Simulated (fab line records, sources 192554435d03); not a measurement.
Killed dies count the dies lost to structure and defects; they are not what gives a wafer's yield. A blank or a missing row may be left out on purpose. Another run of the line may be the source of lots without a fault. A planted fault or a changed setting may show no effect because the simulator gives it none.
Split-lot trial	flow n5-finfet	39 wafers read from 7 lots, route of 1938 steps

THE SPLIT ITSELF
At N5_HKMG_FIN_ETCH_54 (etches SiARC in CF4, target depth 45.5 nm, time 75.8 s), the setting source-w was moved away from the recipe's 545 W on 15 of the 39 wafers read, by -17.1% to +17.6%. This setting was run at the recipe's value on the other wafers.

The reading comes from the split's own step.

THE READING
rf-vpp-V, in V, at N5_HKMG_FIN_ETCH_54 (etches SiARC in CF4, target depth 45.5 nm, time 75.8 s). Fault-free wafers of this fab line usually give 184.5 V, standard deviation 1.1 V.

wafer	tool, chamber at the split	source-w as run, W	against the recipe	rf-vpp-V, V	against lot-mates on the recipe
L075.1	rie-diel-01, 0	545	recipe	187.0	-
L075.2	rie-diel-01, 3	545	recipe	184.3	-
L075.3	rie-diel-01, 1	545	recipe	184.5	-
L075.4	rie-diel-01, 2	545	recipe	184.8	-
L075.5	rie-diel-01, 2	545	recipe	184.4	-
L075.6	rie-diel-01, 3	545	recipe	186.0	-
L085.1	rie-diel-01, 3	641.1	+17.6%	174.1	-10.3
L085.2	rie-diel-01, 0	545	recipe	185.3	-
L085.3	rie-diel-01, 2	545	recipe	183.3	-
L085.4	rie-diel-01, 1	641.1	+17.6%	174.9	-9.5
L085.5	rie-diel-01, 0	641.1	+17.6%	174.1	-10.3
L085.6	rie-diel-01, 1	545	recipe	184.6	-
L089.1	rie-diel-06, 3	634.9	+16.5%	174.9	-9.5
L089.2	rie-diel-06, 2	545	recipe	186.2	-
L089.3	rie-diel-06, 1	634.9	+16.5%	173.9	-10.5
L089.4	rie-diel-06, 2	634.9	+16.5%	176.7	-7.7
L089.5	rie-diel-06, 1	545	recipe	181.8	-
L089.6	rie-diel-06, 3	545	recipe	185.3	-
L090.1	rie-diel-06, 1	585.1	+7.4%	178.4	-6.8
L090.2	rie-diel-06, 2	585.1	+7.4%	182.2	-3.0
L090.3	rie-diel-06, 0	545	recipe	184.7	-
L090.4	rie-diel-06, 1	545	recipe	184.3	-
L090.5	rie-diel-06, 2	545	recipe	186.5	-
L090.6	rie-diel-06, 0	585.1	+7.4%	177.8	-7.4
L092.1	rie-diel-01, 1	612.5	+12.4%	176.6	-7.6
L092.2	rie-diel-01, 2	545	recipe	182.7	-
L092.3	rie-diel-01, 0	545	recipe	184.9	-
L092.4	rie-diel-01, 3	612.5	+12.4%	176.8	-7.4
L092.5	rie-diel-01, 3	612.5	+12.4%	177.6	-6.6
L092.6	rie-diel-01, 2	545	recipe	185.1	-
L094.1	rie-diel-06, 0	451.7	-17.1%	197.3	+11.8
L094.2	rie-diel-06, 3	545	recipe	185.5	-
L094.3	rie-diel-06, 1	451.7	-17.1%	194.2	+8.7
L094.4	rie-diel-06, 2	545	recipe	186.4	-
L094.5	rie-diel-06, 3	545	recipe	184.5	-
L094.6	rie-diel-06, 0	451.7	-17.1%	195.7	+10.2
L095.1	rie-diel-06, 3	545	recipe	185.5	-
L095.2	rie-diel-06, 0	545	recipe	184.8	-
L095.4	rie-diel-06, 2	545	recipe	184.9	-

THE FIT
A straight line over all 39 wafers: rf-vpp-V changes by -0.617 V for each +1% of source-w; r = -0.98; the points scatter about the line by 1.2 V.
The same after taking each lot's own level away (the mean of its wafers on the recipe; 39 wafers): -0.587 V for each +1%; r = -0.97; scatter 1.2 V.
On that fit, the largest move of source-w shifts the reading by 10 V.
The lots' own levels span 184.23 to 185.47 V, that is 1.1 times the standard deviation above.
Hence the lot-to-lot level has little effect on the slope; both slopes agree.
Check: for one of the wafers moved furthest among these (+17.6%), held out of the fit, the line's prediction against its lot-mates is -10.4 V. It came out at -10.3 V against them.
Tool readings at the split's step, against how far the setting was moved: etch-rf-on-time-s r = -0.96; rf-vpp-V r = -0.98.

ADDITIONAL SPLITS CARRIED BY THESE WAFERS
Other splits were also applied to these wafers ahead of the reading. Each is held against what the fit with the lots' levels taken away leaves over:
other split on the same wafers	wafers away from the commonest value	r with rf-vpp-V (lot level and that fit taken away)
N5_FIN_CUT_ETCH_21 bias-w	12	-0.34
N5_DUMMY_GATE_ETCH_42 bias-w	12	+0.06
N5_HKMG_FIN_EXPOSE_46 dose-mj	12	+0.17

THE WHOLE CHAIN: every reading that the file lists as answering this split, in the file's order
step	what it does	reading	change (the file's fit)	r (the file's)
N5_HKMG_FIN_ETCH_54	etches SiARC in CF4, target depth 45.5 nm, time 75.8 s	etch-rf-on-time-s	withheld for each +1% of the setting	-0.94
N5_HKMG_FIN_ETCH_54	etches SiARC in CF4, target depth 45.5 nm, time 75.8 s	rf-vpp-V	-0.586 V for each +1% of the setting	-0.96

THE FILE'S OWN FIT
rf-vpp-V changes by -0.586 V for each +1% of source-w, r = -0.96.
